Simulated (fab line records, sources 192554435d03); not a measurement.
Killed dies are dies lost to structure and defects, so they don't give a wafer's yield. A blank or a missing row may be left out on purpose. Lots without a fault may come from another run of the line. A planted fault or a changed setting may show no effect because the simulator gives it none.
Chamber matching | flow n5_finfet | N5_BEOL_M1_ILD_DEP_00 on pecvd-03: 3 sister chambers
The step deposits SiOC from DEMS/O2, target thk 79 nm, time 15.3 s. 18 wafers are shown with their chamber, then 9 later ones without.

WAFERS WITH THEIR CHAMBER
wafer  | chamber | heater_power_w (W) | throttle_valve_pct (%) | showerhead_plenum_p_Torr (Torr)
L077.2 | 2       | 401                | 10.8                   | 5.682
L077.3 | 0       | 440                | 11.8                   | 5.694
L077.5 | 2       | 397                | 11.0                   | 5.662
L083.1 | 2       | 405                | 10.9                   | 5.684
L083.5 | 1       | 525                | 12.0                   | 5.703
L083.6 | 2       | 410                | 10.9                   | 5.690
L086.1 | 0       | 468                | 11.8                   | 5.677
L086.2 | 1       | 577                | 12.1                   | 5.679
L086.3 | 2       | 416                | 11.2                   | 5.669
L086.4 | 1       | 588                | 11.7                   | 5.688
L086.5 | 2       | 420                | 11.0                   | 5.657
L086.6 | 0       | 485                | 11.7                   | 5.678
L085.1 | 1       | 582                | 12.4                   | 5.709
L085.2 | 0       | 487                | 11.8                   | 5.675
L085.3 | 2       | 407                | 11.3                   | 5.677
L085.4 | 0       | 491                | 12.1                   | 5.683
L085.5 | 2       | 413                | 11.1                   | 5.672
L085.6 | 1       | 584                | 12.2                   | 5.679

SIGNATURES (means of the wafers above)
reading                  | chamber 0 | chamber 1 | chamber 2 | scatter within a chamber
heater_power_w           | 474.20    | 571.20    | 408.62    | 18.1
throttle_valve_pct       | 11.840    | 12.080    | 11.025    | 0.192
showerhead_plenum_p_Torr | 5.68140   | 5.69160   | 5.67413   | 0.0112
Rule: a wafer's distance from a chamber is the root of the sum, over the readings, of the square of ((its reading less the chamber's mean) divided by the reading's scatter). The wafer belongs to the nearest chamber; if the next one is less than 2 further off, it can't be placed. The scatter: the root of (the sum of the squares of (reading less its chamber's mean) over the shown wafers, divided by (wafers less chambers)).

WAFERS WITHOUT THEIR CHAMBER
wafer  | heater_power_w (W) | throttle_valve_pct (%) | showerhead_plenum_p_Torr (Torr)
L088.3 | 400                | 11.0                   | 5.673
L088.4 | 418                | 11.0                   | 5.669
L088.5 | 411                | 11.7                   | 5.702
L096.3 | 388                | 11.0                   | 5.675
L096.5 | 570                | 11.7                   | 5.691
L096.6 | 395                | 10.7                   | 5.665
L097.1 | 370                | 11.1                   | 5.672
L097.2 | 572                | 12.1                   | 5.688
L097.5 | 579                | 12.1                   | 5.701

WHICH CHAMBER EACH WENT THROUGH
wafer  | from the rows above     | in truth
L088.3 | 2                       | 2
L088.4 | 2                       | 2
L088.5 | can't be placed: 0 or 2 | 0
L096.3 | 2                       | 2
L096.5 | 1                       | 1
L096.6 | 2                       | 2
L097.1 | 2                       | 2
L097.2 | 1                       | 1
L097.5 | 1                       | 1
Placed correctly: 8 of 9. Can't be placed from these rows: 1 (the true chamber is among the candidates in 1). Placed wrongly: 0.
